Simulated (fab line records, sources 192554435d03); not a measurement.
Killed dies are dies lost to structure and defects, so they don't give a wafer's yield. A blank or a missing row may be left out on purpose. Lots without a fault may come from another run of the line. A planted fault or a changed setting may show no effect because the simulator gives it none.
Split-lot experiment | flow n5_finfet | 7 lots, 21 wafers read, on a route of 1938 steps

THE SPLIT
At N5_SD_EPI_P_ETCH_16 (etches SiO2 in CHF3/O2, target depth 5 nm), the setting target_depth_a was moved away from the recipe's 50 angstrom on 5 of the 21 wafers read, by -11.7% to -9.9%. The other wafers ran this setting at the recipe's value.

The reading is taken at the split's own step.

THE READING
etch.depth_nm (the simulator's own value, which no gauge read), in nm, at N5_SD_EPI_P_ETCH_16 (etches SiO2 in CHF3/O2, target depth 5 nm). The file gives no usual value for it. The 16 wafers here that ran the recipe average 4.990 nm, standard deviation 0.068 nm.

wafer  | tool, chamber at the split | target_depth_a as run, angstrom | against the recipe | etch.depth_nm, nm | against lot-mates on the recipe
L074.1 | rie_diel-01, 2             | 50                              | recipe             | 5.027             | -
L074.2 | rie_diel-01, 1             | 44.92                           | -10.2%             | 4.361             | -0.666
L074.3 | rie_diel-01, 0             | 44.92                           | -10.2%             | 4.506             | -0.521
L076.2 | rie_diel-06, 1             | 44.15                           | -11.7%             | 4.41              | -0.636
L076.3 | rie_diel-06, 3             | 50                              | recipe             | 5.046             | -
L076.6 | rie_diel-06, 2             | 44.15                           | -11.7%             | 4.501             | -0.545
L078.4 | rie_diel-06, 2             | 50                              | recipe             | 5.096             | -
L078.5 | rie_diel-06, 1             | 45.05                           | -9.9%              | 4.429             | -0.569
L078.6 | rie_diel-06, 0             | 50                              | recipe             | 4.9               | -
L080.1 | rie_diel-06, 2             | 50                              | recipe             | 5.097             | -
L080.3 | rie_diel-06, 1             | 50                              | recipe             | 4.906             | -
L080.6 | rie_diel-06, 3             | 50                              | recipe             | 5.022             | -
L084.1 | rie_diel-06, 2             | 50                              | recipe             | 5.048             | -
L084.2 | rie_diel-06, 0             | 50                              | recipe             | 4.873             | -
L084.4 | rie_diel-06, 3             | 50                              | recipe             | 4.93              | -
L089.2 | rie_diel-05, 3             | 50                              | recipe             | 4.973             | -
L089.4 | rie_diel-05, 0             | 50                              | recipe             | 5.006             | -
L089.6 | rie_diel-05, 3             | 50                              | recipe             | 5.042             | -
L093.2 | rie_diel-05, 3             | 50                              | recipe             | 4.948             | -
L093.5 | rie_diel-05, 0             | 50                              | recipe             | 4.928             | -
L093.6 | rie_diel-05, 3             | 50                              | recipe             | 5.001             | -

THE FIT
A straight line over all 21 wafers: etch.depth_nm changes by +0.0507 nm for each +1% of target_depth_a; r = +0.96; the points scatter about the line by 0.073 nm.
The same after taking each lot's own level away (the mean of its wafers on the recipe; 21 wafers): +0.0544 nm for each +1%; r = +0.97; scatter 0.066 nm.
On that fit, the largest move of target_depth_a shifts the reading by 0.64 nm.
The lots' own levels span 4.9503 to 5.0460 nm, that is 1.4 times the standard deviation above.
So the lot-to-lot level changes the slope little: the two slopes agree.
Check: with one of the wafers moved furthest among these (-11.7%) left out of the fit, the line predicts -0.638 nm for it against its lot-mates. It came out at -0.636 nm against them.

OTHER SPLITS ON THESE WAFERS
These wafers also went through other splits before the reading. Each is held against what the fit with the lots' levels taken away leaves over:
other split on the same wafers | wafers away from the commonest value | r with etch.depth_nm (lot level and that fit taken away)
N5_FIN_SAQP_ETCH_52 source_w   | 6                                    | -0.12
N5_FIN_CUT_CUT_ETCH_26 time_s  | 6                                    | -0.05
N5_DUMMY_GATE_COAT_09 spin_rpm | 10                                   | -0.33
N5_SD_EPI_N_COAT_33 spin_rpm   | 11                                   | -0.23
N5_SD_EPI_N_PEB_07 peb_time_s  | 9                                    | +0.05

THE FILE'S OWN FIT
etch.depth_nm changes by +0.0549 nm for each +1% of target_depth_a, r = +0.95.
